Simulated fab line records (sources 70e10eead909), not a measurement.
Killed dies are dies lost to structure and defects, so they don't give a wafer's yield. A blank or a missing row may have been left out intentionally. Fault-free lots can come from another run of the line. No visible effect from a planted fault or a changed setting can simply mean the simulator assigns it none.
Which of the tools did it? :: flow nand-harc :: Sampling: 12 lots, 36 wafers, 5 of 1302 route steps

== WHAT THE GAUGES READ, wafer by wafer ==
NHARC_A_CHANNEL_HOLE_D1_OVL_MEAS_11. Usual: overlay-x-nm -0.1 nm, standard deviation 0.79; overlay-y-nm 0.2 nm, standard deviation 0.8.
lot: L567
measured: day 8 17:38
on: overlay-02
overlay-x-nm (nm): 0.8 0.8 1.1
overlay-y-nm (nm): 0.4 0.9 0.6
flag: 

lot: L568
measured: day 8 17:53
on: overlay-01
overlay-x-nm (nm): -0.3 -0.8 -1.1
overlay-y-nm (nm): -0.1 -0.3 0.0
flag: 

lot: L569
measured: day 9 07:44
on: overlay-02
overlay-x-nm (nm): -1.0 -0.6 -1.2
overlay-y-nm (nm): 0.0 0.5 0.2
flag: 

lot: L570
measured: day 9 18:34
on: overlay-01
overlay-x-nm (nm): 0.8 0.4 0.6
overlay-y-nm (nm): 0.5 -0.1 0.3
flag: 

lot: L571
measured: day 9 23:38
on: overlay-01
overlay-x-nm (nm): -1.4 -0.9 -0.9
overlay-y-nm (nm): -0.7 -0.8 -0.6
flag: 

lot: L574
measured: day 11 06:27
on: overlay-01
overlay-x-nm (nm): -0.8 -0.6 -0.6
overlay-y-nm (nm): 0.1 0.1 -0.3
flag: 

lot: L575
measured: day 11 23:41
on: overlay-02
overlay-x-nm (nm): 0.0 -0.4 -0.1
overlay-y-nm (nm): 0.8 1.1 1.4
flag: 

lot: L578
measured: day 12 22:31
on: overlay-02
overlay-x-nm (nm): 0.1 -0.6 -0.1
overlay-y-nm (nm): 0.5 0.5 0.5
flag: 

lot: L585
measured: day 15 23:13
on: overlay-02
overlay-x-nm (nm): 0.8 0.3 0.7
overlay-y-nm (nm): 2.1 2.2 1.6
flag: 

lot: L586
measured: day 16 11:26
on: overlay-01
overlay-x-nm (nm): -0.6 -0.5 -0.8
overlay-y-nm (nm): 0.3 0.9 1.0
flag: 

lot: L587
measured: day 16 22:53
on: overlay-01
overlay-x-nm (nm): -1.1 -0.1 -0.8
overlay-y-nm (nm): 0.0 -0.6 -0.8
flag: 

lot: L588
measured: day 17 11:56
on: overlay-02
overlay-x-nm (nm): -0.5 -1.1 -0.5
overlay-y-nm (nm): -0.6 -0.2 0.0
flag: 

NHARC_A_CHANNEL_HOLE_D1_INSPECT_12. Usual: raw-defect-count at 5.6, with a standard deviation of 2.8.
lot: L567
measured: day 8 17:40
on: defect-inspect-01
raw-defect-count: 6 3 4
flag: 

lot: L568
measured: day 8 17:56
on: defect-inspect-02
raw-defect-count: 16 7 6
flag: 

lot: L569
measured: day 9 07:46
on: defect-inspect-01
raw-defect-count: 7 4 6
flag: 

lot: L570
measured: day 9 18:36
on: defect-inspect-02
raw-defect-count: 1 9 5
flag: 

lot: L571
measured: day 9 23:40
on: defect-inspect-02
raw-defect-count: 4 3 4
flag: 

lot: L574
measured: day 11 06:29
on: defect-inspect-01
raw-defect-count: 3 3 7
flag: 

lot: L575
measured: day 11 23:43
on: defect-inspect-02
raw-defect-count: 1 13 4
flag: 

lot: L578
measured: day 12 22:33
on: defect-inspect-01
raw-defect-count: 5 6 9
flag: 

lot: L585
measured: day 15 23:15
on: defect-inspect-02
raw-defect-count: 5 8 7
flag: 

lot: L586
measured: day 16 11:29
on: defect-inspect-02
raw-defect-count: 6 12 11
flag: 

lot: L587
measured: day 16 22:56
on: defect-inspect-02
raw-defect-count: 5 11 3
flag: 

lot: L588
measured: day 17 11:59
on: defect-inspect-01
raw-defect-count: 5 8 4
flag: 

NHARC_END_SORT_01. Usual: killed-at-array 46, standard deviation 16; killed-at-other 0.9, standard deviation 1.3; killed-at-periphery 4.1, standard deviation 3; killed-dies 51, standard deviation 17; killed-open 3.5, standard deviation 1.8; killed-short 2.5, standard deviation 1.8.
lot: L575
measured: day 28 11:32
on: prober-02
killed-at-array: 41 38 396
killed-at-other: 2 0 2
killed-at-periphery: 8 7 4
killed-dies: 51 45 402
killed-open: 4 3 2
killed-short: 1 3 1
flag: OFF

lot: L578
measured: day 28 20:07
on: prober-02
killed-at-array: 37 42 440
killed-at-other: 0 0 1
killed-at-periphery: 0 2 1
killed-dies: 37 44 442
killed-open: 5 4 8
killed-short: 0 4 1
flag: OFF

== WHAT TOOL EACH LOT RAN ON (gives the tool, then ch and the chambers of the sampled wafers, and finally the start) ==
lot: L567
NHARC_A_CHANNEL_HOLE_D1_ETCH_16: rie-diel-13 ch 1,2,3, day 8 18:24
NHARC_A_CHANNEL_HOLE_D1_ETCH_24: har-etch-01 ch 0,1, day 8 21:19

lot: L568
NHARC_A_CHANNEL_HOLE_D1_ETCH_16: rie-diel-07 ch 0,1, day 8 18:35
NHARC_A_CHANNEL_HOLE_D1_ETCH_24: har-etch-02 ch 0,1, day 8 21:26

lot: L569
NHARC_A_CHANNEL_HOLE_D1_ETCH_16: rie-diel-13 ch 1,2,3, day 9 08:57
NHARC_A_CHANNEL_HOLE_D1_ETCH_24: har-etch-01 ch 1, day 9 11:36

lot: L570
NHARC_A_CHANNEL_HOLE_D1_ETCH_16: rie-diel-10 ch 0,1,3, day 9 19:18
NHARC_A_CHANNEL_HOLE_D1_ETCH_24: har-etch-01 ch 0,1, day 9 22:07

lot: L571
NHARC_A_CHANNEL_HOLE_D1_ETCH_16: rie-diel-07 ch 1,2,3, day 10 00:19
NHARC_A_CHANNEL_HOLE_D1_ETCH_24: har-etch-02 ch 0,1, day 10 06:19

lot: L574
NHARC_A_CHANNEL_HOLE_D1_ETCH_16: rie-diel-07 ch 0,1, day 11 07:04
NHARC_A_CHANNEL_HOLE_D1_ETCH_24: har-etch-01 ch 1, day 11 10:35

lot: L575
NHARC_A_CHANNEL_HOLE_D1_ETCH_16: rie-diel-07 ch 0,1,2, day 12 00:22
NHARC_A_CHANNEL_HOLE_D1_ETCH_24: har-etch-02 ch 0,1, day 12 03:05

lot: L578
NHARC_A_CHANNEL_HOLE_D1_ETCH_16: rie-diel-07 ch 0,1,3, day 12 23:08
NHARC_A_CHANNEL_HOLE_D1_ETCH_24: har-etch-01 ch 0,1, day 13 04:02

lot: L585
NHARC_A_CHANNEL_HOLE_D1_ETCH_16: rie-diel-07 ch 0,1,3, day 15 23:53
NHARC_A_CHANNEL_HOLE_D1_ETCH_24: har-etch-01 ch 0,1, day 16 05:05

lot: L586
NHARC_A_CHANNEL_HOLE_D1_ETCH_16: rie-diel-07 ch 0,2, day 16 12:13
NHARC_A_CHANNEL_HOLE_D1_ETCH_24: har-etch-01 ch 1, day 16 14:59

lot: L587
NHARC_A_CHANNEL_HOLE_D1_ETCH_16: rie-diel-07 ch 1,3, day 16 23:31
NHARC_A_CHANNEL_HOLE_D1_ETCH_24: har-etch-01 ch 0,1, day 17 06:55

lot: L588
NHARC_A_CHANNEL_HOLE_D1_ETCH_16: rie-diel-07 ch 0,1,2, day 17 12:34
NHARC_A_CHANNEL_HOLE_D1_ETCH_24: har-etch-02 ch 0,1, day 17 16:46
- NHARC_A_CHANNEL_HOLE_D1_ETCH_16: etches the open film in O2/COS, target depth 3100 nm, time 806 s.
- NHARC_A_CHANNEL_HOLE_D1_ETCH_24: etches the open film in C4F8/O2/Ar, time 906.2 s, target depth 1500 nm.

== WHAT THE TOOLS THEMSELVES READ (means of the sampled wafers that have a number; where no wafer has one, the mark that the record gives instead) ==
NHARC_A_CHANNEL_HOLE_D1_ETCH_16. Usual: drypump-motor-current-A 5.9 A, standard deviation 0.32; oes-product-au 1.002 a.u., standard deviation 0.0087; rf-vpp-V 313.7 V, standard deviation 1.8; showerhead-plenum-p-Torr 3.09 Torr, standard deviation 0.12; throttle-valve-pct 28.331 %, standard deviation 0.0082.
lot: L567
tool: rie-diel-13
drypump-motor-current-A (A): 5.6
oes-product-au (a.u.): 1.007
rf-vpp-V (V): 313.3
showerhead-plenum-p-Torr (Torr): 3.06
throttle-valve-pct (%): 28.335
flag: 

lot: L568
tool: rie-diel-07
drypump-motor-current-A (A): 5.7
oes-product-au (a.u.): 0.994
rf-vpp-V (V): 313.7
showerhead-plenum-p-Torr (Torr): 3.09
throttle-valve-pct (%): 28.329
flag: 

lot: L569
tool: rie-diel-13
drypump-motor-current-A (A): 5.6
oes-product-au (a.u.): 0.998
rf-vpp-V (V): 313.6
showerhead-plenum-p-Torr (Torr): 3.06
throttle-valve-pct (%): 28.328
flag: 

lot: L570
tool: rie-diel-10
drypump-motor-current-A (A): 5.6
oes-product-au (a.u.): 0.999
rf-vpp-V (V): 313.0
showerhead-plenum-p-Torr (Torr): 3.06
throttle-valve-pct (%): 28.326
flag: 

lot: L571
tool: rie-diel-07
drypump-motor-current-A (A): 6.2
oes-product-au (a.u.): 0.991
rf-vpp-V (V): 314.5
showerhead-plenum-p-Torr (Torr): 3.15
throttle-valve-pct (%): 28.324
flag: 

lot: L574
tool: rie-diel-07
drypump-motor-current-A (A): 5.9
oes-product-au (a.u.): 0.992
rf-vpp-V (V): 313.8
showerhead-plenum-p-Torr (Torr): 3.19
throttle-valve-pct (%): 28.331
flag: 

lot: L575
tool: rie-diel-07
drypump-motor-current-A (A): 6.0
oes-product-au (a.u.): 0.950
rf-vpp-V (V): 314.5
showerhead-plenum-p-Torr (Torr): 3.13
throttle-valve-pct (%): 28.329
flag: OFF

lot: L578
tool: rie-diel-07
drypump-motor-current-A (A): 5.9
oes-product-au (a.u.): 0.946
rf-vpp-V (V): 313.5
showerhead-plenum-p-Torr (Torr): 3.09
throttle-valve-pct (%): 28.330
flag: OFF

lot: L585
tool: rie-diel-07
drypump-motor-current-A (A): 5.9
oes-product-au (a.u.): 1.006
rf-vpp-V (V): 313.6
showerhead-plenum-p-Torr (Torr): 3.09
throttle-valve-pct (%): 28.329
flag: 

lot: L586
tool: rie-diel-07
drypump-motor-current-A (A): 6.1
oes-product-au (a.u.): 1.008
rf-vpp-V (V): 313.4
showerhead-plenum-p-Torr (Torr): 3.08
throttle-valve-pct (%): 28.329
flag: 

lot: L587
tool: rie-diel-07
drypump-motor-current-A (A): 6.1
oes-product-au (a.u.): 1.012
rf-vpp-V (V): 313.9
showerhead-plenum-p-Torr (Torr): 3.10
throttle-valve-pct (%): 28.338
flag: 

lot: L588
tool: rie-diel-07
drypump-motor-current-A (A): 6.0
oes-product-au (a.u.): 0.997
rf-vpp-V (V): 314.0
showerhead-plenum-p-Torr (Torr): 3.13
throttle-valve-pct (%): 28.334
flag: 

NHARC_A_CHANNEL_HOLE_D1_ETCH_24. Usual: drypump-motor-current-A 5.27 A, standard deviation 0.19; showerhead-plenum-p-Torr 3.65 Torr, standard deviation 0.12; throttle-valve-pct 32.235 %, standard deviation 0.0087.
lot: L567
tool: har-etch-01
drypump-motor-current-A (A): 5.19
showerhead-plenum-p-Torr (Torr): 3.71
throttle-valve-pct (%): 32.229
flag: 

lot: L568
tool: har-etch-02
drypump-motor-current-A (A): 5.52
showerhead-plenum-p-Torr (Torr): 3.65
throttle-valve-pct (%): 32.241
flag: 

lot: L569
tool: har-etch-01
drypump-motor-current-A (A): 5.10
showerhead-plenum-p-Torr (Torr): 3.68
throttle-valve-pct (%): 32.246
flag: 

lot: L570
tool: har-etch-01
drypump-motor-current-A (A): 5.14
showerhead-plenum-p-Torr (Torr): 3.69
throttle-valve-pct (%): 32.238
flag: 

lot: L571
tool: har-etch-02
drypump-motor-current-A (A): 5.49
showerhead-plenum-p-Torr (Torr): 3.64
throttle-valve-pct (%): 32.240
flag: 

lot: L574
tool: har-etch-01
drypump-motor-current-A (A): 5.09
showerhead-plenum-p-Torr (Torr): 3.66
throttle-valve-pct (%): 32.234
flag: 

lot: L575
tool: har-etch-02
drypump-motor-current-A (A): 5.37
showerhead-plenum-p-Torr (Torr): 3.52
throttle-valve-pct (%): 32.236
flag: 

lot: L578
tool: har-etch-01
drypump-motor-current-A (A): 5.19
showerhead-plenum-p-Torr (Torr): 3.68
throttle-valve-pct (%): 32.239
flag: 

lot: L585
tool: har-etch-01
drypump-motor-current-A (A): 5.15
showerhead-plenum-p-Torr (Torr): 3.65
throttle-valve-pct (%): 32.224
flag: 

lot: L586
tool: har-etch-01
drypump-motor-current-A (A): 5.10
showerhead-plenum-p-Torr (Torr): 3.62
throttle-valve-pct (%): 32.236
flag: 

lot: L587
tool: har-etch-01
drypump-motor-current-A (A): 5.15
showerhead-plenum-p-Torr (Torr): 3.64
throttle-valve-pct (%): 32.234
flag: 

lot: L588
tool: har-etch-02
drypump-motor-current-A (A): 5.37
showerhead-plenum-p-Torr (Torr): 3.85
throttle-valve-pct (%): 32.239
flag: 

== THE ANSWER, worked out from the rows above alone ==
Rule: a lot counts as off when the mean over its wafers that have a number is more than 3 standard deviations away from the usual mean. A lot without any number at a reading at which 4 lots or more have one is off too. All remaining lots with rows at the step are treated as sound. After the gauges, taken in route order, come the tools' own readings; for these a lot's mean is taken, as printed above. At the first step where some lot is off, the reading lying furthest off is the one used; lots without a number count as furthest.
Off, at NHARC_END_SORT_01 on killed-at-array: L575, L578. Neither off nor sound, because the step has no rows for them: L567, L568, L569, L570, L571, L574, L585, L586, L587, L588.
If a tool, at a process step before that reading, ran all the lots that are off and no sound lot after the first of them, it fits. The gauges at NHARC_END_SORT_01 aren't tried: what is off there is off at NHARC_A_CHANNEL_HOLE_D1_ETCH_16 too, on other tools, and a gauge's error can't cause that. One fits: NHARC_A_CHANNEL_HOLE_D1_ETCH_16 on rie-diel-07. It ran no sound lot before its first lot that is off in this sample, so the start can't be narrowed down.

== WHAT THE SIMULATOR HAD INSERTED ==
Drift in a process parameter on rie-diel-07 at NHARC_A_CHANNEL_HOLE_D1_ETCH_16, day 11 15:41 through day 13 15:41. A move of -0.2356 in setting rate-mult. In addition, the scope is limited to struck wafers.
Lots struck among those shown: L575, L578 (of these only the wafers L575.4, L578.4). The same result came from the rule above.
